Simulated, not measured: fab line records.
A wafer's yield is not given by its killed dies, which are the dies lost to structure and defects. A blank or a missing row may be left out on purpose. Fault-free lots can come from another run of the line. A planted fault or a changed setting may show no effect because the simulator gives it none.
Chamber matching | flow nandHarc | 4 sister chambers for NHARC_THIN_TSV_ETCHBACK_48 on rieDiel-01
The step etches the open film in C4F8/Ar, target depth 1028.5 nm, time 405.17 s. 8 wafers are shown with their chamber, then 7 later ones without.

== WAFERS PAIRED WITH THEIR CHAMBERS ==
wafer  | chamber | rfVppV (V) | oesProductAu (a.u.)
L727.5 | 3       | 547.8      | 0.98
L733.1 | 3       | 547.6      | 0.93
L734.1 | 2       | 548.4      | 0.93
L740.1 | 0       | 548.6      | 0.92
L740.2 | 2       | 548.7      | 0.92
L740.3 | 1       | 542.2      | 0.92
L741.1 | 1       | 542.3      | 0.93
L741.2 | 0       | 547.0      | 0.93

== WAFERS WITHOUT THEIR CHAMBER ==
wafer  | rfVppV (V) | oesProductAu (a.u.)
L741.3 | 550.5      | 0.93
L746.2 | 545.8      | 0.92
L746.3 | 544.3      | 0.91
L746.5 | 549.2      | 0.92
L750.3 | 545.8      | 0.92
L750.4 | 548.0      | 0.94
L750.6 | 544.2      | 0.93

== WHICH CHAMBER EACH WENT THROUGH ==
wafer  | from the rows above          | in truth
L741.3 | can't be placed: 2 or 0 or 3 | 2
L746.2 | can't be placed: 0 or 3 or 2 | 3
L746.3 | 1                            | 1
L746.5 | can't be placed: 2 or 0      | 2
L750.3 | can't be placed: 0 or 3 or 2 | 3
L750.4 | can't be placed: 0 or 3 or 2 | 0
L750.6 | 1                            | 1
Correct placement for 2 of the 7. From these rows, 5 cannot be placed; in 5 the true chamber is one of the candidates. Wrongly placed: 0.
How it was worked out, from the rows above alone: a wafer's distance from a chamber is the root of the sum, over the readings, of the square of ((its reading less the chamber's mean) divided by the reading's scatter). The wafer belongs to the nearest chamber; if the next one is less than 2 further off, it can't be placed. The mean given for a chamber averages the wafers shown for that chamber. The scatter: take each reading less its chamber's mean, square it, sum over the shown wafers, divide by the number of wafers less the number of chambers, and take the root.
